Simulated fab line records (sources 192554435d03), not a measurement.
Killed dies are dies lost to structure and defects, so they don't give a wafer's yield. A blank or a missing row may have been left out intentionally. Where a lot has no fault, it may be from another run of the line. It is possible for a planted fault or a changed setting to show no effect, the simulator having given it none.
A lot that was struck, set against a sound lot | flow n5Finfet | 36 out of 1938 route steps
Sound: wafers L603.1, L603.2, L603.6. Wafers L610.2, L610.5, L610.6 were the ones struck. The cause is given at the end.
Each step with rows lists, per side, the tool, then ch with its chambers, then its first start. Under that, the readings that differ: sound wafers | struck wafers | difference of the means | sigmas: that difference in standard deviations of wafers without a fault.
alike: readings whose means differ by less than 2 such deviations, and words and numbers that are the same on both sides. not compared: withheld readings, readings that some wafer has no value for, bounds like >300 that may hide the same value, and numbers for which the record gives no deviation and whose values overlap.
The two part at a step that has a row with sigmas, a row that says differs or no value, or rows on one side only. When numbers do not overlap yet have no deviation, they are printed without sigmas and do not part them. A reading that every wafer of one side lacks parts them only if that side has two wafers or more.

first, 9 steps without rows for these wafers: N5_WELL_APT_HMDS_18 (time 60 s); N5_WELL_APT_COAT_19 (resist thk 950 nm); N5_WELL_APT_EBR_21; N5_WELL_APT_SOFTBAKE_20 (time 60 s); N5_WELL_APT_EXPOSE_22 (exposes mask PWELL, defocus 0 nm, target cd 200 nm); N5_WELL_APT_PEB_23 (peb time 90 s); N5_WELL_APT_DEVELOP_24 (develop time 45 s); N5_WELL_APT_HARDBAKE_29 (time 120 s); N5_WELL_APT_DESCUM_30 (chemistry O2, time 7.9 s).
N5_WELL_APT_IMPLANT_31:
  sound on implanter-02 ch 0, day 3 15:35; struck on implanter-02 ch 0, day 5 09:13
reading                  | sound                | struck               | difference | sigmas
beamEnergyKeV            | 60.004 60.028 59.988 | 48.224 48.229 48.235 | -11.777    | -99 or more
model.implant.rpNm (nm)  | 189.8 189.8 189.8    | 151 151 151          | -39        | 
model.implant.drpNm (nm) | 64.53 64.53 64.53    | 57.23 57.23 57.23    | -7.30      | 
  alike: rotationDeg
then, 25 steps without rows for these wafers: N5_WELL_APT_IMPLANT_32; N5_WELL_APT_STRIP_33 (strips in SPM, time 900 s); N5_WELL_APT_RTA_34 (time 10 s); N5_WELL_APT_OXIDE_STRIP_42 (strips SiO2 in dHF, time 45 s, target depth 12 nm); N5_WELL_APT_PRECLEAN_36 (cleans in O3/DIW, time 45 s); N5_WELL_APT_PRECLEAN_39 (cleans in dHF, time 60 s); N5_WELL_APT_SRD_37 (time 30 s); N5_WELL_APT_EPI_41 (deposits Si from SiH4/H2, target thk 50 nm, time 297.7 s); N5_PMOS_HMC_CHANNEL_EPI_HM_DEP_34 (deposits SiO2 from TEOS/O2, target thk 36 nm, time 6.9 s); N5_PMOS_HMC_CHANNEL_EPI_COAT_31 (time 60 s, resist thk 66 nm); N5_PMOS_HMC_CHANNEL_EPI_COAT_03 (resist thk 205 nm); N5_PMOS_HMC_CHANNEL_EPI_EBR_05; N5_PMOS_HMC_CHANNEL_EPI_SOFTBAKE_04 (time 60 s); N5_PMOS_HMC_CHANNEL_EPI_EXPOSE_06 (exposes mask PMOS HMC BLK, target cd 240 nm); N5_PMOS_HMC_CHANNEL_EPI_PEB_07 (peb time 60 s); N5_PMOS_HMC_CHANNEL_EPI_DEVELOP_08 (develop time 30 s); N5_PMOS_HMC_CHANNEL_EPI_DESCUM_14 (chemistry O2, time 7.9 s); N5_PMOS_HMC_CHANNEL_EPI_ETCH_32 (etches BARC in N2/H2, stops on SiO2, target depth 85.8 nm, time 50.3 s); N5_PMOS_HMC_CHANNEL_EPI_HM_OPEN_15 (chemistry CHF3/O2, target SiO2, target depth 40.6 nm, time 20.3 s); N5_PMOS_HMC_CHANNEL_EPI_STRIP_33 (strips in N2/H2); N5_PMOS_HMC_CHANNEL_EPI_STRIP_17 (strips in SPM, time 750 s); N5_PMOS_HMC_CHANNEL_EPI_ETCH_38 (etches SiO2 in CF4, target depth 1.5 nm); N5_PMOS_HMC_CHANNEL_EPI_FIN_RECESS_16 (chemistry HBr/Cl2, target Si, target depth 54 nm, time 18 s); N5_PMOS_HMC_CHANNEL_EPI_PRECLEAN_36 (cleans in O3/DIW, time 45 s); N5_PMOS_HMC_CHANNEL_EPI_PRECLEAN_18 (cleans in DHF, time 30 s).
-- the record jumps here: 6 days lie between the struck wafers' starts before and after (it left off in module PMOS_HMC_CHANNEL_EPI and takes up again in module BEOL_M4, whose first step shown is number 1111 of the route) --
N5_BEOL_M4_RC_MEAS_101:
  sound on prober-01 ch 0, day 10 17:42; struck on prober-02 ch 0, day 11 20:04
reading           | sound          | struck         | difference | sigmas
RS_PWELL (ohm/sq) | 3010 3029 2988 | 3344 3330 3339 | +329       | +14
  alike: DIBL_N, DIBL_P, IOFF_N, IOFF_P, ION_N, ION_P, SS_N, SS_P, VT_N, VT_P

## WHERE THEY PART
Earliest at N5_WELL_APT_IMPLANT_31; latest, in this record, at N5_BEOL_M4_RC_MEAS_101.

WHY: what had been put in by the simulator
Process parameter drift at N5_WELL_APT_IMPLANT_31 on implanter-02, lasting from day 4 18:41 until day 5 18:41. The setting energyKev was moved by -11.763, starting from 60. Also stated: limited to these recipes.
